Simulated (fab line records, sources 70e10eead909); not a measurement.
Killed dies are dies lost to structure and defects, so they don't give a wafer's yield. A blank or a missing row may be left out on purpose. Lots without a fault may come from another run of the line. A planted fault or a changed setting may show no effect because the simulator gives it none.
fab line records | flow nand_harc
record lots=15 wafers=45 last_day=33
route steps=1302 shown P_GATE@199 P_CONTACT@219
lots that met no fault: from a run of the same line without faults
start_h: hours from the record's first day to the start of the lot's first wafer shown | wait_h: hours since the lot's step before | " the same as in the row above | L1.1+2: a row that stands for several wafers | - no value, or no start given | * or withheld: withheld | < > ~ a bound
route shown NAME@n: a module of which the file shows steps, and the number in the route of the first | usual: mean/standard deviation of fault-free wafers | same: alike in all rows | chamber/n: place in a boat | sites: the reading at each site | _std_site: their standard deviation | _edge_site: outer sites' mean less inner sites' | radius_mm: how far each site lies from the wafer's centre | mask NAME#n: copy n | behind: the tool/chamber that last shaped the wafer | hold: why the lot was held/for how many hours/how that ended | device: the transistor (n, p or np) that didn't switch | end of line: the same wafers' tests at the end of the route | a step without rows: its recipe alone | killed: dies lost to structure and defects at the first sort, not the wafer's yield | map: a wafer's dies, x killed, . not, _ none there
set.NAME: the setting as run; set.NAME@STEP: as run at that earlier step | model.NAME: the simulator's own value behind a step, which no gauge read
steps of the route over a sample of lots; a table a step, a row a wafer
services: from which hour (start_h, from the record's first day; less than 0 if before it) a tool's chamber was out of use, for how many hours, and why
## steps
# step NHARC_P_GATE_DEVELOP_90
# recipe time_s=70
# usual chill_plate_temp_C=23.01/0.1 exhaust_pa=45.1/0.96
# columns lot.wafer tool chamber start_h wait_h chill_plate_temp_C exhaust_pa
L678.1 litho_track-03 0 118 - 23.11 45.5
L678.2 " 0 " " 22.95 44.3
L678.3 " 0 " " 22.82 45.6
L677.1 litho_track-05 0 118 - 22.98 45.0
L677.3 " 0 " " 22.94 45.2
L677.4 " 0 " " 22.99 45.4
L679.2 litho_track-03 0 129 - 22.97 45.5
L679.5 " 0 " " 23.02 43.3
L679.6 " 0 " " 23.13 43.8
L680.2 litho_track-05 0 145 - 23.10 44.3
L680.3 " 0 " " 23.12 43.9
L680.5 " 0 " " 23.04 45.6
L681.3 litho_track-02 0 156 - 23.07 44.1
L681.4 " 0 " " 22.86 45.5
L681.6 " 0 " " 23.10 44.7
L682.2 litho_track-05 0 160 - 23.06 47.0
L682.3 " 0 " " 22.98 45.1
L682.5 " 0 " " 22.89 46.1
L684.1 litho_track-05 0 181 - 23.11 43.9
L684.2 " 0 " " 23.20 45.2
L684.5 " 0 " " 23.04 43.5
L685.1 litho_track-02 - 192 - - -
L685.2 " - " " - -
L685.6 " - 193 - - -
L686.1 litho_track-05 - 197 - - -
L686.3 " - " " - -
L686.5 " - " " - -
L687.4 litho_track-05 - 216 - - -
L687.5 " - " " - -
L687.6 " - " " - -
L695.1 litho_track-02 0 293 - 23.13 46.9
L695.4 " 0 " " 22.99 46.1
L695.5 " 0 " " 23.02 45.0
L696.1 litho_track-02 0 305 - 23.01 45.1
L696.4 " 0 " " 23.10 46.3
L696.5 " 0 " " 23.07 46.1
L697.1 litho_track-02 0 321 - 23.15 42.9
L697.2 " 0 " " 23.06 42.5
L697.4 " 0 " " 23.12 44.5
L699.1 litho_track-05 0 338 - 22.89 44.8
L699.5 " 0 " " 23.01 46.1
L699.6 " 0 " " 23.08 45.4
L700.3 litho_track-02 0 341 - 23.04 45.9
L700.4 " 0 " " 22.97 45.0
L700.6 " 0 " " 22.93 44.9
# step NHARC_P_GATE_STRIP_113
# recipe power_w=1500 temp_c=110 time_s=740 chemistry=N2/H2
# usual drypump_motor_current_A=5.7/0.77 heater_power_w=95/7.7 temp_c=109.98/0.13
# columns lot.wafer tool chamber start_h wait_h drypump_motor_current_A heater_power_w rf_hours_counter_h temp_c
L678.1 plasma_asher-01 1 119.01 0.2 6.3 104 25 109.96
L678.2 " 0 " " 5.4 101 25 109.93
L678.3 " 1 " " 6.4 105 - 110.00
L677.1 plasma_asher-02 0 119.42 0.2 4.7 89 6 109.97
L677.3 " 0 " " 4.7 92 - 109.88
L677.4 " 1 " " 6.6 85 - 109.82
L679.2 plasma_asher-01 0 130.60 0.3 5.4 102 28 109.85
L679.6 " 1 " " 6.3 105 - 110.10
L679.5 " 0 " " 5.3 105 - 109.98
L680.2 plasma_asher-02 0 146.08 0.2 4.7 91 10 110.07
L680.3 " 0 " " 4.7 90 - 109.85
L680.5 " 0 " " 4.7 90 - 110.07
L681.4 plasma_asher-01 0 157.10 0.3 5.4 103 - 110.10
L681.3 " 1 " " 6.3 105 - 109.89
L681.6 " 1 " " 6.4 105 - 109.68
L682.2 plasma_asher-02 0 161.31 0.3 4.7 91 14 110.14
L682.3 " 0 " " 4.7 89 - 109.95
L682.5 " 0 " " 4.7 92 - 109.96
L684.2 plasma_asher-02 0 181.79 0.2 4.7 89 21 110.06
L684.1 " 1 " " 6.6 85 21 110.21
L684.5 " 0 " " 4.7 89 - 109.82
L685.2 plasma_asher-01 0 193.61 0.2 5.4 100 4 109.90
L685.1 " 1 " " 6.4 103 4 109.88
L685.6 " 0 " " 5.3 99 - 109.95
L686.1 plasma_asher-01 1 197.77 0.2 6.3 103 5 109.94
L686.3 " 0 " " 5.4 99 - 109.96
L686.5 " 1 " " 6.3 104 - 109.76
L687.4 plasma_asher-02 0 217.45 0.3 4.7 89 - 110.01
L687.5 " 0 " " 4.7 88 - 110.03
L687.6 " 1 " " 6.6 86 - 110.19
L695.1 plasma_asher-01 1 294.23 0.3 6.4 105 27 110.03
L695.4 " 1 " " 6.3 106 - 110.04
L695.5 " 0 " " 5.4 102 - 109.91
L696.1 plasma_asher-01 0 305.87 0.3 5.4 100 29 110.04
L696.4 " 1 " " 6.3 103 - 109.69
L696.5 " 0 " " 5.4 101 - 109.92
L697.2 plasma_asher-02 1 322.31 0.2 6.6 84 10 110.10
L697.1 " 0 " " 4.7 94 10 109.99
L697.4 " 1 " " 6.6 84 - 109.85
L699.1 plasma_asher-01 1 339.46 0.2 6.3 104 35 110.18
L699.6 " 1 " " 6.3 102 - 110.26
L699.5 " 0 " " 5.4 104 - 109.95
L700.3 plasma_asher-02 1 342.98 0.6 6.6 87 - 110.24
L700.4 " 0 " " 4.7 93 - 109.81
L700.6 " 0 " " 4.7 92 - 109.92
# step NHARC_P_GATE_STRIP_95
# recipe power_w=1500 temp_c=250 chemistry=O2
# usual drypump_motor_current_A=5.7/0.77 heater_power_w=356/29 temp_c=249.99/0.18
# columns lot.wafer tool chamber start_h wait_h drypump_motor_current_A heater_power_w rf_hours_counter_h temp_c
L678.1 plasma_asher-01 1 119.73 0.6 6.4 392 26 250.16
L678.2 " 0 " " 5.4 376 26 250.05
L678.3 " 1 " " 6.4 383 - 250.08
L677.1 plasma_asher-02 0 120.13 0.6 4.7 331 7 249.77
L677.3 " 0 " " 4.7 337 - 249.49
L677.4 " 1 " " 6.6 309 - 249.80
L679.2 plasma_asher-01 0 131.21 0.5 5.4 379 28 250.27
L679.6 " 1 " " 6.3 390 - 249.97
L679.5 " 0 " " 5.4 396 - 250.09
L680.2 plasma_asher-02 0 146.80 0.6 4.7 340 11 250.16
L680.3 " 0 " " 4.7 344 - 250.20
L680.5 " 0 " " 4.7 332 - 250.10
L681.4 plasma_asher-01 0 157.61 0.4 5.4 379 - 250.24
L681.3 " 1 " " 6.4 389 - 249.94
L681.6 " 1 " " 6.4 384 - 249.95
L682.2 plasma_asher-02 0 161.92 0.5 4.7 326 15 249.94
L682.3 " 0 " " 4.7 337 - 250.14
L682.5 " 0 " " 4.7 339 - 249.98
L684.2 plasma_asher-02 0 182.50 0.6 4.7 347 22 249.99
L684.1 " 1 " " 6.6 318 22 249.93
L684.5 " 0 " " 4.7 338 - 249.85
L685.2 plasma_asher-01 0 194.32 0.6 5.4 365 5 249.91
L685.1 " 1 " " 6.4 392 5 250.02
L685.6 " 0 " " 5.4 387 - 250.01
L686.1 plasma_asher-01 1 198.50 0.6 6.3 394 6 250.06
L686.3 " 0 " " 5.3 381 - 249.85
L686.5 " 1 " " 6.3 380 - 250.24
L687.4 plasma_asher-02 0 217.93 0.4 4.7 340 - 250.27
L687.5 " 0 " " 4.7 350 - 250.31
L687.6 " 1 " " 6.6 316 - 250.34
L695.1 plasma_asher-01 1 294.83 0.5 6.3 377 28 250.05
L695.4 " 1 " " 6.4 387 - 249.93
L695.5 " 0 " " 5.4 383 - 249.93
L696.1 plasma_asher-01 0 306.48 0.5 5.3 368 30 249.94
L696.4 " 1 " " 6.3 396 - 250.13
L696.5 " 0 " " 5.4 384 - 250.17
L697.2 plasma_asher-02 1 323.03 0.6 6.6 321 11 249.74
L697.1 " 0 " " 4.7 355 11 250.07
L697.4 " 1 " " 6.6 316 - 249.71
L699.1 plasma_asher-01 1 340.17 0.6 6.3 382 35 250.05
L699.6 " 1 " " 6.3 383 - 250.06
L699.5 " 0 " " 5.4 372 - 249.80
L700.3 plasma_asher-02 1 343.49 0.4 6.6 322 - 250.21
L700.4 " 0 " " 4.7 349 - 249.91
L700.6 " 0 " " 4.7 350 - 249.91
# step NHARC_P_CONTACT_CMP_01
# recipe target_thk_nm=200 material=SiO2
# usual motor_current_A=11.6/1.8
# columns lot.wafer tool chamber start_h wait_h motor_current_A
L678.3 cmp-04 1 122.40 - 15.6
L678.1 " 3 " " 12.0
L678.2 " 0 " " 9.4
L677.3 cmp-03 2 122.77 - 10.2
L677.1 " 0 " " 11.7
L677.4 " 1 " " 12.4
L679.2 cmp-02 0 133.80 - 11.0
L679.5 " 0 " " 10.5
L679.6 " 1 " " 9.4
L680.2 cmp-02 3 149.64 0.5 11.7
L680.3 " 1 " " 9.8
L680.5 " 3 " " 11.3
L681.4 cmp-04 3 160.43 0.4 12.6
L681.3 " 0 " " 9.4
L681.6 " 0 " " 9.2
L682.2 cmp-04 2 164.66 - 10.4
L682.3 " 0 " " 9.2
L682.5 " 1 " " 15.8
L684.2 cmp-04 3 185.15 - 12.4
L684.1 " 2 " " 11.2
L684.5 " 0 " " 9.4
L685.2 cmp-02 3 196.93 - 12.0
L685.1 " 1 " " 9.8
L685.6 " 3 " " 12.1
L686.3 cmp-02 1 201.15 - 9.8
L686.1 " 2 " " 14.9
L686.5 " 1 " " 9.6
L687.4 cmp-04 1 220.56 - 14.7
L687.5 " 0 " " 9.5
L687.6 " 1 " " 15.0
L695.1 cmp-02 0 297.44 - 10.7
L695.4 " 1 " " 9.8
L695.5 " 3 " " 11.8
L696.1 cmp-03 1 309.32 - 12.8
L696.4 " 0 " " 11.9
L696.5 " 1 " " 12.1
L697.1 cmp-02 1 325.62 - 9.5
L697.2 " 3 " " 11.2
L697.4 " 0 " " 10.7
L699.1 cmp-02 2 342.81 - 14.6
L699.6 " 2 " " 13.9
L699.5 " 3 " " 11.2
L700.4 cmp-04 2 346.08 - 11.0
L700.3 " 0 " " 9.4
L700.6 " 3 " " 12.3
## services
# columns tool chamber start_h hours kind
litho_track-03 - 100.00 7.0 pm
cmp-04 - 111.00 4.0 pm
cmp-04 - 119.37 1.2 repair
litho_track-05 - 124.00 7.0 pm
cmp-02 - 134.50 4.0 pm
cmp-03 - 144.82 0.9 repair
cmp-04 - 149.13 2.2 repair
cmp-04 - 161.14 0.8 repair
plasma_asher-01 - 165.20 9.0 pm
cmp-04 - 197.48 0.6 repair
cmp-04 - 199.32 4.2 repair
cmp-04 - 209.00 4.0 pm
litho_track-02 - 227.00 7.0 pm
cmp-02 - 230.64 0.6 repair
cmp-02 - 232.50 4.0 pm
plasma_asher-02 - 247.96 0.6 repair
plasma_asher-02 - 254.47 9.0 pm
cmp-04 - 271.64 0.2 repair
plasma_asher-02 - 296.57 0.4 repair
litho_track-05 - 299.00 7.0 pm
cmp-04 - 306.22 1.7 repair
cmp-04 - 329.97 1.1 repair
cmp-02 - 330.11 1.3 repair
plasma_asher-01 - 342.22 9.0 pm
## key
first_sign step=NHARC_P_GATE_DEVELOP_90 reading=tool_record direction=missing
effect none on later readings
met_at NHARC_P_GATE_DEVELOP_90
struck_lots L685,L686,L687
sort_left_out L685.1,L685.2,L685.6,L686.1,L686.3,L686.5,L687.4,L687.5,L687.6
tester_left_out L685,L686,L687
not_acting_at NHARC_P_GATE_STRIP_113,NHARC_P_GATE_STRIP_95,NHARC_P_CONTACT_CMP_01
onset_between 181 192
fault kind=skipped_step_whole tool=litho_track-02,litho_track-05 chamber=- onset_h=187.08 steps=NHARC_P_GATE_DEVELOP_90 scope=struck_lots_only
# tester_left_out: of these lots the tester's yield and bins aren't shown, on N5 and GAA mostly nor the transistor test; their killed dies are dies lost to structure and defects alone, not to doping, threshold or leakage, so they don't give the yield
# sort_left_out: the simulated sort isn't trusted on such a fault, so these wafers' sort isn't shown, and their yield isn't known
